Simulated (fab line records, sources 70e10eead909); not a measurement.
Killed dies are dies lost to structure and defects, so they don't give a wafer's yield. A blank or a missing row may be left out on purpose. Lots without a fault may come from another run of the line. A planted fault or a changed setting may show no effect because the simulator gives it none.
fab line records | flow nand_harc
record lots=6 wafers=18 last_day=23
route steps=1159 shown P_M0@263 P_M1@285 END@1159
lots that met no fault: from a run of the same line without faults
start_h: hours from the record's first day to the start of the lot's first wafer shown | wait_h: hours since the lot's step before | " the same as in the row above | L1.1+2: a row that stands for several wafers | - no value, or no start given | * or withheld: withheld | < > ~ a bound
route shown NAME@n: a module of which the file shows steps, and the number in the route of the first | usual: mean/standard deviation of fault-free wafers | same: alike in all rows | chamber/n: place in a boat | sites: the reading at each site | _std_site: their standard deviation | _edge_site: outer sites' mean less inner sites' | radius_mm: how far each site lies from the wafer's centre | mask NAME#n: copy n | behind: the tool/chamber that last shaped the wafer | hold: why the lot was held/for how many hours/how that ended | device: the transistor (n, p or np) that didn't switch | end of line: the same wafers' tests at the end of the route | a step without rows: its recipe alone | killed: dies lost to structure and defects at the first sort, not the wafer's yield | map: a wafer's dies, x killed, . not, _ none there
set.NAME: the setting as run; set.NAME@STEP: as run at that earlier step | model.NAME: the simulator's own value behind a step, which no gauge read
lots at some steps of the route; a table a step, a row a wafer
services: from which hour (start_h, from the record's first day; less than 0 if before it) a tool's chamber was out of use, for how many hours, and why
## steps
# step NHARC_P_M0_CD_MEAS_09
# recipe target_cd_nm=90 landing_energy_ev=500
# usual cd_nm=90.1/0.69
# columns lot.wafer tool chamber start_h wait_h cd_nm
L773.2 cd_sem-03 0 110.53 - 90.3
L773.3 " 0 " " 90.7
L773.6 " 0 " " 90.2
L776.1 cd_sem-02 0 134.77 - 89.3
L776.2 " 0 " " 89.2
L776.3 " 0 " " 89.1
L779.3 cd_sem-02 0 156.22 - 91.0
L779.4 " 0 " " 90.5
L779.5 " 0 " " 91.3
L786.1 cd_sem-02 0 191.87 - 90.0
L786.2 " 0 " " 89.4
L786.3 " 0 " " 90.1
L783.3 cd_sem-01 0 192.32 - 90.2
L783.5 " 0 " " 90.0
L783.6 " 0 " " 90.9
L787.1 cd_sem-01 0 206.27 - 89.5
L787.2 " 0 " " 90.6
L787.5 " 0 " " 89.6
# step NHARC_P_M0_OVL_MEAS_10
# recipe pitch_nm=180
# usual overlay_x_nm=0.2/0.83 overlay_y_nm=0.2/0.99
# columns lot.wafer tool chamber start_h wait_h overlay_x_nm overlay_y_nm
L773.2 overlay-01 - 110.61 - 1.0 -0.5
L773.3 " - " " 0.6 0.3
L773.6 " - " " 0.4 0.1
L776.1 overlay-01 - 134.86 - 0.6 0.9
L776.2 " - " " 1.0 1.1
L776.3 " - " " 0.8 1.1
L779.3 overlay-01 - 156.31 - 1.0 0.1
L779.4 " - " " 1.3 0.1
L779.5 " - " " 1.4 -0.2
L786.1 overlay-01 - 191.96 - -1.4 1.0
L786.2 " - " " -0.7 0.6
L786.3 " - " " -1.3 0.4
L783.3 overlay-02 - 192.40 - 1.6 0.8
L783.5 " - " " 1.4 0.5
L783.6 " - " " 2.4 0.4
L787.1 overlay-02 - 206.36 - -0.5 -1.2
L787.2 " - " " -0.1 -1.4
L787.5 " - " " 0.1 -1.2
# step NHARC_P_M0_INSPECT_11
# usual raw_defect_count=3.6/2.4
# columns lot.wafer tool chamber start_h wait_h raw_defect_count
L773.2 defect_inspect-02 - 110.65 0.0 7
L773.3 " - " " 5
L773.6 " - " " 7
L776.1 defect_inspect-02 - 134.89 0.0 4
L776.2 " - " " 4
L776.3 " - " " 3
L779.3 defect_inspect-02 - 156.34 0.0 6
L779.4 " - " " 5
L779.5 " - " " 4
L786.1 defect_inspect-01 - 192.00 0.0 2
L786.2 " - " " 7
L786.3 " - " " 2
L783.3 defect_inspect-01 - 192.44 0.0 8
L783.5 " - " " 8
L783.6 " - " " 9
L787.1 defect_inspect-01 - 206.39 0.0 4
L787.2 " - " " 5
L787.5 " - " " 1
# step NHARC_P_M0_DESCUM_14
# recipe time_s=3 o2_flow_sccm=200 ar_flow_sccm=0 bias_power_w=0 chemistry=O2
# step NHARC_P_M0_ETCH_34
# recipe target_depth_a=400 overetch_a=120 time_s=43.94 ion_energy_ev=200 n2_flow_sccm=150 h2_flow_sccm=150 ar_flow_sccm=0 rf_w=400 bias_w=150 chemistry=N2/H2
# usual drypump_motor_current_A=5.7/0.47 n2_flow_sccm=149.9/0.43 oes_product_au=0.996/0.011 rf_fwd_power_W=394.4/2 rf_vpp_V=431.2/1.7 showerhead_plenum_p_Torr=2.07/0.058 throttle_valve_pct=14.171/0.0096
# columns lot.wafer tool chamber start_h wait_h drypump_motor_current_A n2_flow_sccm oes_product_au rf_fwd_power_W rf_hours_counter_h rf_vpp_V showerhead_plenum_p_Torr throttle_valve_pct
L773.2 rie_diel-05 1 110.80 0.1 5.2 149.7 1.002 394.9 9 432.7 2.11 14.172
L773.3 " 0 " " 5.3 149.9 1.010 392.2 8 431.8 2.07 14.177
L773.6 " 1 " " 5.1 150.0 1.003 396.3 - 431.8 2.10 14.163
L776.3 rie_diel-05 0 135.04 0.1 5.4 149.8 1.016 391.3 9 431.4 2.06 14.162
L776.1 " 2 " " 6.5 149.5 0.996 390.3 9 426.3 1.97 14.160
L776.2 " 3 " " 5.9 149.9 1.002 396.5 9 432.1 2.14 14.169
L779.4 rie_diel-05 2 156.50 0.1 6.5 149.6 0.996 392.0 11 428.7 1.97 14.177
L779.3 " 3 " " 5.9 150.5 0.997 397.6 11 433.6 2.14 14.157
L779.5 " 1 " " 5.1 150.2 0.985 396.2 - 432.0 2.10 14.165
L786.1 rie_diel-05 0 192.14 0.1 5.4 149.9 0.986 393.1 1 430.3 2.06 14.165
L786.3 " 2 " " 6.5 149.6 0.983 393.3 1 428.6 1.97 14.162
L786.2 " 3 " " 5.9 149.6 1.011 395.7 1 433.9 2.14 14.155
L783.3 rie_diel-05 1 192.59 0.1 5.2 150.2 0.986 392.8 1 432.5 2.10 14.178
L783.6 " 0 " " 5.3 150.3 0.981 391.2 - 431.6 2.06 14.186
L783.5 " 1 " " 5.1 150.0 0.973 392.8 - 432.2 2.10 14.181
L787.1 rie_diel-05 1 206.55 0.1 5.1 150.2 0.979 397.4 2 431.9 2.10 14.152
L787.2 " 2 " " 6.5 149.9 0.994 394.0 2 429.3 1.97 14.182
L787.5 " 0 " " 5.4 149.9 0.989 395.6 - 431.5 2.06 14.148
# step NHARC_P_M0_ETCH_15
# recipe target_depth_a=1500 overetch_a=150 time_s=82.5 c4f8_flow_sccm=withheld ar_flow_sccm=400 rf_w=600 bias_w=300 chemistry=C4F8/Ar
# usual oes_product_au=0.955/0.021 rf_fwd_power_W=594.5/2.5 rf_vpp_V=441.5/1.9
# columns lot.wafer tool chamber start_h wait_h oes_product_au rf_fwd_power_W rf_hours_counter_h rf_vpp_V
L773.3 rie_diel-05 3 - - 0.991 595.3 8 443.4
L773.2 " 1 " " 0.959 597.0 9 441.6
L773.6 " 0 " " 0.968 588.3 - 440.4
L776.1 rie_diel-05 0 - - 0.985 592.6 9 442.6
L776.2 " 1 " " 0.969 594.0 10 441.4
L776.3 " 2 " " 0.962 592.8 9 439.2
L779.3 rie_diel-05 0 - - 0.980 594.8 11 439.7
L779.4 " 2 " " 0.956 592.1 11 438.8
L779.5 " 1 " " 0.960 598.7 - 441.6
L786.1 rie_diel-05 2 - - 0.946 591.5 1 439.3
L786.3 " 3 " " 0.986 594.5 1 442.9
L786.2 " 0 " " 0.974 592.7 1 441.3
L783.3 rie_diel-05 1 - - 0.954 598.3 1 443.4
L783.5 " 2 " " 0.956 594.1 - 439.8
L783.6 " 3 " " 0.961 598.1 - 443.1
L787.2 rie_diel-05 1 - - 0.936 597.2 2 442.6
L787.1 " 2 " " 0.959 591.2 2 439.0
L787.5 " 1 " " 0.937 596.7 - 444.6
# step NHARC_P_M0_CD_MEAS_16
# usual cd_nm=90.2/0.87
# columns lot.wafer tool chamber start_h wait_h cd_nm
L773.2 cd_sem-03 - 111.01 - 90.1
L773.3 " - " " 91.8
L773.6 " - " " 90.8
L776.1 cd_sem-02 - 135.25 - 89.1
L776.2 " - " " 89.2
L776.3 " - " " 89.9
L779.3 cd_sem-01 - 156.72 - 91.0
L779.4 " - " " 91.5
L779.5 " - " " 91.4
L786.1 cd_sem-02 - 192.36 - 90.7
L786.2 " - " " 90.5
L786.3 " - " " 90.8
L783.3 cd_sem-01 - 192.80 - 91.3
L783.5 " - " " 90.7
L783.6 " - " " 91.0
L787.1 cd_sem-02 - 206.76 - 90.4
L787.2 " - " " 89.9
L787.5 " - " " 89.8
# step NHARC_P_M0_STRIP_18
# recipe power_w=1000 n2_flow_sccm=150 h2_flow_sccm=150 ar_flow_sccm=0 bias_w=0 chemistry=N2/H2
# step NHARC_P_M0_STRIP_19
# recipe time_s=600 temp_c=30 chemistry=post_etch_residue_remover
# step NHARC_P_M0_DEGAS_28
# recipe temp_c=250 time_s=60
# step NHARC_P_M0_PRE_CLEAN_29
# recipe time_s=30 temp_c=280 gas=H2/He
# step NHARC_P_M0_PVD_20
# recipe target_thk_a=50 bias_v=168.6 power_w=15000 chamber_pressure_pa=0.12 time_s=8.06 substrate_temp_c=50 material=TaN
# step NHARC_P_M0_PVD_21
# recipe target_thk_a=300 chamber_pressure_pa=5 power_w=5000 substrate_temp_c=30 time_s=20.49 material=Cu
# usual throttle_valve_pct=29.8/1.2
# columns lot.wafer tool chamber start_h wait_h throttle_valve_pct
L773.2 pvd_sputter-02 - 111.85 - 28.3
L773.3 " - " " 29.2
L773.6 " - " " 28.4
L776.1 pvd_sputter-01 - 136.11 - 28.2
L776.3 " - " " 30.3
L776.2 " - " " 30.8
L779.3 pvd_sputter-01 - 157.60 - 28.5
L779.4 " - " " 30.7
L779.5 " - " " 30.7
L786.3 pvd_sputter-03 - 193.21 - 31.5
L786.1 " - " " 29.3
L786.2 " - " " 31.5
L783.3 pvd_sputter-01 - 193.65 - 27.9
L783.6 " - " " 28.4
L783.5 " - " " 28.2
L787.2 pvd_sputter-02 - 207.65 - 30.1
L787.1 " - " " 29.7
L787.5 " - " " 29.3
# step NHARC_P_M0_ECD_22
# recipe target_thk_a=4000 bath_temp_c=25 material=Cu
# step NHARC_P_M0_ANNEAL_30
# recipe temp_c=225 time_s=90
# step NHARC_P_M0_CMP_23
# recipe t_overpolish_s=20 target_thk_nm=117.53
# usual motor_current_A=12.1/0.99 time_to_endpoint_s=28.8/2.9
# columns lot.wafer tool chamber start_h wait_h motor_current_A time_to_endpoint_s
L773.3 cmp-01 2 112.80 - 12.7 27.1
L773.2 " 3 " " 11.6 27.6
L773.6 " 0 " " 12.6 31.9
L776.2 cmp-03 0 136.97 - 10.6 32.5
L776.3 " 1 " " 11.2 36.7
L776.1 " 2 " " 13.5 29.4
L779.3 cmp-01 2 158.45 - 13.2 32.2
L779.4 " 1 " " 13.8 31.1
L779.5 " 2 " " 12.5 29.8
L786.1 cmp-01 2 194.09 - 12.5 28.6
L786.3 " 3 " " 11.9 25.7
L786.2 " 0 " " 11.7 28.2
L783.3 cmp-01 3 194.62 - 11.6 23.6
L783.6 " 3 " " 11.4 25.6
L783.5 " 0 " " 12.7 32.1
L787.1 cmp-03 0 209.58 - 10.6 26.4
L787.2 " 1 " " 11.4 29.4
L787.5 " 3 " " 11.5 28.1
# step NHARC_P_M0_SRD_25
# step NHARC_P_M0_PRE_CLEAN_31
# recipe time_s=12 temp_c=370 rf_power_w=300 gas=NH3
# step NHARC_P_M0_DEP_32
# recipe target_thk_a=300 temp_c=370 target_thk_nm=30 pressure_torr=3 flow_sccm=200 rf_w=450 material=SiCN
# usual heater_power_w=584/76 rf_fwd_power_W=449.0/1.4
# columns lot.wafer tool chamber start_h wait_h heater_power_w rf_fwd_power_W
L773.3 pecvd-02 1 113.36 0.1 585 450.6
L773.2 " 2 " " 759 449.2
L773.6 " 1 " " 584 449.3
L776.1 pecvd-01 2 137.62 0.1 436 452.6
L776.2 " 0 " " 618 451.0
L776.3 " 1 " " 662 448.0
L779.3 pecvd-01 0 159.11 0.1 598 448.9
L779.4 " 2 " " 491 450.2
L779.5 " 1 " " 565 450.1
L786.1 pecvd-02 2 194.68 0.1 719 450.2
L786.3 " 0 " " 604 449.1
L786.2 " 1 " " 635 450.0
L783.3 pecvd-02 2 195.30 0.1 633 449.4
L783.6 " 1 " " 624 446.8
L783.5 " 2 " " 640 451.3
L787.1 pecvd-02 2 210.25 0.1 658 452.7
L787.2 " 1 " " 519 446.7
L787.5 " 1 " " 528 448.4
# step NHARC_P_M1_DEP_00
# recipe target_thk_a=1825 target_thk_nm=182.5 temp_c=withheld pressure_torr=5 flow_sccm=200 rf_w=600 material=SiOC
# step NHARC_P_M1_DEHYDRATE_01
# recipe temp_c=150 time_s=120
# step NHARC_P_M1_HMDS_02
# recipe time_s=30
# step NHARC_P_M1_COAT_34
# recipe temp_c=200 time_s=65
# step NHARC_P_M1_COAT_03
# recipe spin_rpm=1500 resist_thk_nm=90
# step NHARC_P_M1_SOFTBAKE_04
# recipe temp_c=105 time_s=55
# step NHARC_P_M1_EBR_05
# step NHARC_P_M1_EXPOSE_06
# recipe na=1.35 target_cd_nm=130 dose_mj=81.88 mask_id=P_M1
# step NHARC_P_M1_PEB_07
# recipe peb_temp_c=100 peb_time_s=65
# step NHARC_P_M1_DEVELOP_08
# recipe develop_time_s=35 dev_temp_c=23
# step NHARC_P_M1_CD_MEAS_09
# recipe target_cd_nm=130 landing_energy_ev=500
# usual cd_nm=130.1/0.6
# columns lot.wafer tool chamber start_h wait_h cd_nm
L773.2 cd_sem-02 0 114.62 - 129.8
L773.3 " 0 " " 130.6
L773.6 " 0 " " 129.6
L776.1 cd_sem-03 0 138.86 - 129.9
L776.2 " 0 " " 129.9
L776.3 " 0 " " 130.4
L779.3 cd_sem-01 0 160.30 - 130.5
L779.4 " 0 " " 130.0
L779.5 " 0 " " 130.7
L786.1 cd_sem-01 0 195.91 - 130.0
L786.2 " 0 " " 130.6
L786.3 " 0 " " 131.0
L783.3 cd_sem-02 0 196.49 - 129.1
L783.5 " 0 " " 129.6
L783.6 " 0 " " 129.1
L787.1 cd_sem-01 0 211.77 - 130.4
L787.2 " 0 " " 129.1
L787.5 " 0 " " 130.3
# step NHARC_P_M1_OVL_MEAS_10
# recipe pitch_nm=260
# usual overlay_x_nm=-0.1/0.84 overlay_y_nm=0.2/0.64
# columns lot.wafer tool chamber start_h wait_h overlay_x_nm overlay_y_nm
L773.2 overlay-01 - 114.71 - -0.1 0.7
L773.3 " - " " 0.6 0.5
L773.6 " - " " 1.0 0.1
L776.1 overlay-01 - 138.95 - -1.2 0.3
L776.2 " - " " -1.0 0.2
L776.3 " - " " -1.5 0.2
L779.3 overlay-01 - 160.38 - 0.4 0.3
L779.4 " - " " 0.3 0.7
L779.5 " - " " -0.2 0.8
L786.1 overlay-02 - 195.99 - 0.4 1.1
L786.2 " - " " 0.3 1.0
L786.3 " - " " 0.4 0.8
L783.3 overlay-01 - 196.58 - -0.7 -0.3
L783.5 " - " " -0.2 -0.3
L783.6 " - " " 0.3 -0.3
L787.1 overlay-01 - 211.86 - -0.1 0.3
L787.2 " - " " 0.0 -0.1
L787.5 " - " " -0.3 0.2
# step NHARC_P_M1_DESCUM_14
# recipe time_s=3 o2_flow_sccm=200 ar_flow_sccm=0 bias_power_w=0 chemistry=O2
# step NHARC_P_M1_ETCH_35
# recipe target_depth_a=400 overetch_a=120 time_s=43.94 ion_energy_ev=200 n2_flow_sccm=150 h2_flow_sccm=150 ar_flow_sccm=0 rf_w=400 bias_w=150 chemistry=N2/H2
# step NHARC_P_M1_ETCH_15
# recipe target_depth_a=1825 time_s=91.2 c4f8_flow_sccm=withheld ar_flow_sccm=400 rf_w=600 bias_w=300 chemistry=C4F8/Ar
# step NHARC_P_M1_CD_MEAS_16
# usual cd_nm=130.1/0.77
# columns lot.wafer tool chamber start_h wait_h cd_nm
L773.2 cd_sem-02 - 115.11 - 128.7
L773.3 " - " " 130.6
L773.6 " - " " 129.8
L776.1 cd_sem-01 - 139.35 - 129.6
L776.2 " - " " 130.2
L776.3 " - " " 130.5
L779.3 cd_sem-03 - 160.79 - 130.5
L779.4 " - " " 130.1
L779.5 " - " " 130.9
L786.1 cd_sem-01 - 196.51 - 129.5
L786.2 " - " " 131.0
L786.3 " - " " 130.6
L783.3 cd_sem-02 - 196.98 - 129.3
L783.5 " - " " 129.3
L783.6 " - " " 128.4
L787.1 cd_sem-03 - 212.26 - 129.8
L787.2 " - " " 128.3
L787.5 " - " " 129.3
# step NHARC_P_M1_STRIP_18
# recipe power_w=1000 n2_flow_sccm=150 h2_flow_sccm=150 ar_flow_sccm=0 bias_w=0 chemistry=N2/H2
# step NHARC_P_M1_ETCH_28
# recipe target_depth_a=300 over_etch_frac=0.3 time_s=72.99 ion_energy_ev=150 cf4_flow_sccm=50 n2_flow_sccm=100 ar_flow_sccm=150 rf_w=300 bias_w=100 chemistry=CF4/N2
# usual drypump_motor_current_A=5.8/0.32 n2_flow_sccm=100.0/0.34 oes_product_au=1.002/0.01 rf_fwd_power_W=297.9/1.2 rf_vpp_V=314.2/1.8 showerhead_plenum_p_Torr=2.62/0.091 throttle_valve_pct=19.794/0.0097
# columns lot.wafer tool chamber start_h wait_h drypump_motor_current_A n2_flow_sccm oes_product_au rf_fwd_power_W rf_hours_counter_h rf_vpp_V showerhead_plenum_p_Torr throttle_valve_pct
L773.2 rie_diel-02 1 - - 6.1 100.3 1.002 298.5 9 314.2 2.59 19.805
L773.3 " 3 " " 5.9 99.7 1.007 298.6 9 311.8 2.53 19.801
L773.6 " 1 " " 6.1 99.9 1.009 298.0 - 313.3 2.58 19.809
L776.2 rie_diel-02 3 - - 5.9 99.6 1.015 297.6 10 311.0 2.53 19.803
L776.3 " 0 " " 5.7 100.4 1.004 298.9 10 315.6 2.71 19.784
L776.1 " 1 " " 6.1 100.1 1.004 299.6 10 314.1 2.59 19.812
L779.3 rie_diel-02 3 - - 5.9 99.5 0.995 299.1 0 312.9 2.53 19.800
L779.4 " 1 " " 6.1 100.0 1.004 299.7 0 313.3 2.59 19.793
L779.5 " 3 " " 5.9 100.4 0.992 298.8 - 312.4 2.53 19.796
L786.2 rie_diel-04 2 - - 5.1 99.8 1.001 298.2 2 312.0 2.48 19.803
L786.3 " 3 " " 5.3 99.6 0.997 295.0 1 313.4 2.63 19.803
L786.1 " 1 " " 5.9 100.0 1.002 299.2 2 315.5 2.73 19.790
L783.3 rie_diel-02 0 - - 5.8 99.4 1.012 298.8 2 315.1 2.71 19.776
L783.6 " 0 " " 5.7 99.5 1.013 298.4 - 314.4 2.71 19.782
L783.5 " 1 " " 6.1 99.7 1.021 299.8 - 312.8 2.58 19.800
L787.2 rie_diel-02 1 - - 6.0 100.5 1.011 299.5 3 313.5 2.58 19.771
L787.1 " 0 " " 5.8 99.9 1.000 299.1 3 315.6 2.71 19.795
L787.5 " 2 " " 6.0 99.8 1.016 297.5 - 315.7 2.76 19.795
# step NHARC_P_M1_STRIP_19
# recipe time_s=600 temp_c=30 chemistry=post_etch_residue_remover
# step NHARC_END_SORT_01
# recipe temp_c=25
# usual defect_limited_yield=95.2/1.3 killed_at_array=29/9.4 killed_at_other=0.7/1.3 killed_at_periphery=2.9/2.1 killed_dies=32/9 killed_open=3.3/1.8 killed_short=1.9/1.4 sort_bin_2_pct=1.4/0.53 sort_bin_3_pct=0.28/0.21 sort_bin_4_pct=3.1/0.91 sort_n_pass=645/9 sort_rim_yield_pct=97.4/1.7 sort_yield_pct=95.2/1.3
# same gross_dies=677 sort_bin_5_pct[%]=0 sort_bin_6_pct[%]=0 sort_bin_7_pct[%]=0 sort_bin_8_pct[%]=0 sort_rim_n_gross=106.00
# columns lot.wafer tool chamber start_h wait_h defect_limited_yield[%] killed_at_array killed_at_other killed_at_periphery killed_dies killed_open killed_short sort_bin_2_pct[%] sort_bin_3_pct[%] sort_bin_4_pct[%] sort_n_pass sort_rim_yield_pct[%] sort_yield_pct[%]
L783.3 prober-01 0 504.84 3.1 81.7 20 0 104 124 2 0 7.7 5.32 5.3 553 96.2 81.7
L783.5 prober-01 0 506.43 3.7 80.5 33 0 99 132 4 0 7.7 4.43 7.4 545 91.5 80.5
L783.6 prober-01 0 507.23 4.0 84.6 27 0 77 104 4 4 6.5 4.28 4.6 573 85.8 84.6
L779.3 prober-02 0 504.84 3.1 86.3 18 0 75 93 1 3 5.6 3.55 4.6 584 84.0 86.3
L779.4 prober-02 0 505.65 3.4 83.9 16 0 93 109 1 3 6.2 4.58 5.3 568 93.4 83.9
L779.5 prober-02 0 506.46 3.7 81.8 17 0 106 123 2 0 7.4 4.14 6.6 554 98.1 81.8
L787.1 prober-02 0 555.74 2.5 94.2 37 0 2 39 2 2 1.6 0.44 3.7 638 99.1 94.2
# killed by level:class
L783.3 P_M0:unspecified=99 A_SLIT:chamber_film_flake=9 A_CHANNEL_HOLE_D1:chamber_film_flake=6 P_ZERO_WELL:chamber_film_flake=2 P_STI:chamber_film_flake=2 P_GATE:geometric_particle:open=1 A_WL_FILL:geometric_particle:open=1 A_ZERO_WELL:chamber_film_flake=1
L779.3 P_M0:unspecified=69 A_STAIRCASE:chamber_film_flake=6 A_CHANNEL_HOLE_D1:chamber_film_flake=5 P_GATE:geometric_particle:short=2 A_CONTACT:chamber_film_flake=2 A_CHANNEL_FILL_D1:geometric_particle:short=1 A_M0:geometric_particle:open=1 P_ZERO_WELL:chamber_film_flake=1
L779.4 P_M0:unspecified=89 A_CHANNEL_HOLE_D1:chamber_film_flake=4 A_STAIRCASE:chamber_film_flake=3 P_ZERO_WELL:chamber_film_flake=2 A_ZERO_WELL:chamber_film_flake=2 A_CONTACT:chamber_film_flake=2 A_SGD_CUT:geometric_particle:short=1 A_WL_FILL:geometric_particle:short=1
L783.5 P_M0:unspecified=94 A_SLIT:chamber_film_flake=15 A_SGD_CUT:chamber_film_flake=9 A_ONON_D1:geometric_particle:open=3 P_ZERO_WELL:chamber_film_flake=3 A_STAIRCASE:chamber_film_flake=3 A_CHANNEL_HOLE_D1:chamber_film_flake=2 P_GATE:geometric_particle:open=1
L779.5 P_M0:unspecified=102 A_CHANNEL_HOLE_D1:chamber_film_flake=6 A_STAIRCASE:chamber_film_flake=4 A_ZERO_WELL:chamber_film_flake=3 P_ZERO_WELL:chamber_film_flake=2 A_SGD_CUT:geometric_particle:open=1 A_M0:geometric_particle:open=1 P_STI:chamber_film_flake=1
L783.6 P_M0:unspecified=71 A_SLIT:chamber_film_flake=15 A_SGD_CUT:chamber_film_flake=3 A_WL_FILL:geometric_particle:short=2 P_ZERO_WELL:chamber_film_flake=2 P_M0:geometric_particle:open=1 A_ONON_D1:geometric_particle:short=1 A_ONON_D1:geometric_particle:open=1
L787.1 A_SLIT:chamber_film_flake=17 A_CHANNEL_HOLE_D1:chamber_film_flake=15 A_CONTACT:chamber_film_flake=3 P_M0:geometric_particle:open=1 P_M0:geometric_particle:short=1 A_ONON_D1:geometric_particle:open=1 A_M0:geometric_particle:short=1
# map L779.5 (x killed, . not)
____________.____________
_________......._________
_______..........._______
______.............______
_____..............._____
____.................____
____.................____
___...................___
___...................___
__....x......x.........__
__....x................__
_...................x..._
_.......x...x..x......x._
_........x.............._
_........x.xxx.........._
_........x.............._
.....x.x.................
.........................
.....x....xx.xx..........
.............xx..........
.........xxxxxxx.........
_.........xxxxxxx......._
_..........xxxxxxx......_
_.....x..xxxxxxxxx......_
_........xxxxxxxxxx....._
_x.......xxxxxxxx......._
__......xxxxxxxxxxx....__
__.......xxxxxxxx......__
___x..x..xxxxxxxxx....___
___.......xxxxxxx.....___
____......xxxxxxx....____
____.......x.xxx.....____
_____......x...x...._____
______.............______
_______..........._______
_________......._________
____________.____________
# map L783.5 (x killed, . not)
____________.____________
_________......._________
_______........x.._______
______.............______
_____..............._____
____.................____
____...x..x..........____
___..x................___
___....x..............___
__.........x...........__
__...x.x.x.............__
_........xx............._
_.......xxx............._
_.....x.xxxx............_
_........xx............._
_......x...............x_
.........xx..x..........x
............xx...........
.........x.xxxx..........
..........x.xxx..........
x..x.....xxxxxxxx........
_........xxxxxxxx......._
_.......xxxxxxxxx......._
_.......xxxxxxxx........_
_.......xxxxxxxxx......._
_........xxxxxxxx......._
__.......xxxxxxx.x.....__
__......xxxxxxxxxx.....__
___......xxxxxx.......___
___........xxxxx......___
____.......xx.x......____
____..x......x.......____
_____.....x......x.._____
______.........x...______
_______.x......xx._______
_________x.x...._________
____________.____________
## services
# columns tool chamber start_h hours kind
pvd_sputter-03 - 102.00 10.0 pm
pecvd-01 - 107.77 2.6 repair
rie_diel-04 - 111.90 9.0 pm
cmp-01 - 120.74 1.0 repair
pvd_sputter-01 - 121.76 0.5 repair
cmp-01 - 132.79 0.9 repair
pecvd-02 2 145.66 14.2 repair
rie_diel-05 2 146.92 5.3 repair
pvd_sputter-01 - 150.09 2.0 repair
rie_diel-02 - 150.70 9.0 pm
pecvd-02 - 153.32 13.0 pm
cmp-03 - 156.00 4.0 pm
pvd_sputter-01 - 158.00 10.0 pm
rie_diel-05 - 163.60 9.0 pm
pvd_sputter-03 - 164.64 4.3 repair
rie_diel-04 3 167.13 1.8 repair
rie_diel-02 3 175.22 6.3 repair
cmp-03 - 179.84 1.4 repair
cmp-01 - 180.90 3.3 repair
rie_diel-04 3 182.45 3.8 repair
cmp-03 - 185.86 1.9 repair
rie_diel-04 1 197.18 5.8 repair
cmp-01 - 209.07 0.9 repair
cmp-03 - 211.78 0.3 repair
## key
first_sign step=NHARC_END_SORT_01 reading=killed_at_periphery direction=up sigmas=43 usual=2.9 struck=92.3
effect step=NHARC_END_SORT_01 reading=defect_limited_yield direction=down sigmas=9.1 usual=95.2 struck=83.1
more_kills_born_at NHARC_P_M0_PVD_21@pvd_sputter-01=524
met_at NHARC_P_M0_PVD_21
struck_wafers L779.3,L779.4,L779.5,L783.3,L783.5,L783.6
onset_between 136.11 157.60
fault kind=chamber_particle_source tool=pvd_sputter-01 chamber=- onset_h=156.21 steps=NHARC_P_M0_PVD_21 rate_per_visit_cm2=1.2453 end_h=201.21
